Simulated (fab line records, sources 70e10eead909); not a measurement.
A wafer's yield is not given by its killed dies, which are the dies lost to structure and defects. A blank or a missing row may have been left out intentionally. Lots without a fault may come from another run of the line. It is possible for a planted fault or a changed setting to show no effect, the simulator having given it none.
Matching of chambers + flow nandHarc + NHARC_A_M0_PRE_CLEAN_31 on pecvd-02 has 3 sister chambers
The step time 12 s. 6 wafers are shown with their chamber, then 8 later ones without.

WAFERS, EACH WITH ITS CHAMBER
| wafer  | chamber | heaterPowerW (W) |
|--------|---------|------------------|
| L078.6 | 0       | 584              |
| L082.4 | 1       | 513              |
| L087.2 | 0       | 596              |
| L087.5 | 1       | 587              |
| L087.6 | 2       | 670              |
| L089.1 | 2       | 674              |

WAFERS MISSING THEIR CHAMBER
| wafer  | heaterPowerW (W) |
|--------|------------------|
| L089.2 | 496              |
| L089.5 | 681              |
| L093.1 | 592              |
| L093.2 | 516              |
| L093.6 | 573              |
| L097.1 | 608              |
| L097.3 | 595              |
| L097.6 | 659              |

CHAMBER TAKEN BY EACH
| wafer  | from the rows above          | in truth |
|--------|------------------------------|----------|
| L089.2 | can't be placed: 1 or 0      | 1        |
| L089.5 | 2                            | 2        |
| L093.1 | can't be placed: 0 or 1      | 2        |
| L093.2 | can't be placed: 1 or 0      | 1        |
| L093.6 | can't be placed: 0 or 1      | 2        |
| L097.1 | can't be placed: 0 or 1 or 2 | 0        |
| L097.3 | can't be placed: 0 or 1      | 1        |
| L097.6 | can't be placed: 2 or 0      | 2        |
1 of 8 placed correctly. Unplaceable from these rows: 7, with the true chamber sitting among the candidates in 5. Number placed wrongly: 0.
How it was worked out, from the rows above alone: a wafer's distance from a chamber is the root of the sum, over the readings, of the square of ((its reading less the chamber's mean) divided by the reading's scatter). If the next closest chamber is less than 2 further off than the closest, the wafer can't be placed; otherwise it belongs to the closest. For every chamber, the mean is computed from those of its wafers that are shown. The scatter is the square root of a quotient: the sum, over the shown wafers, of each reading's squared deviation from its chamber's mean, divided by wafers minus chambers.
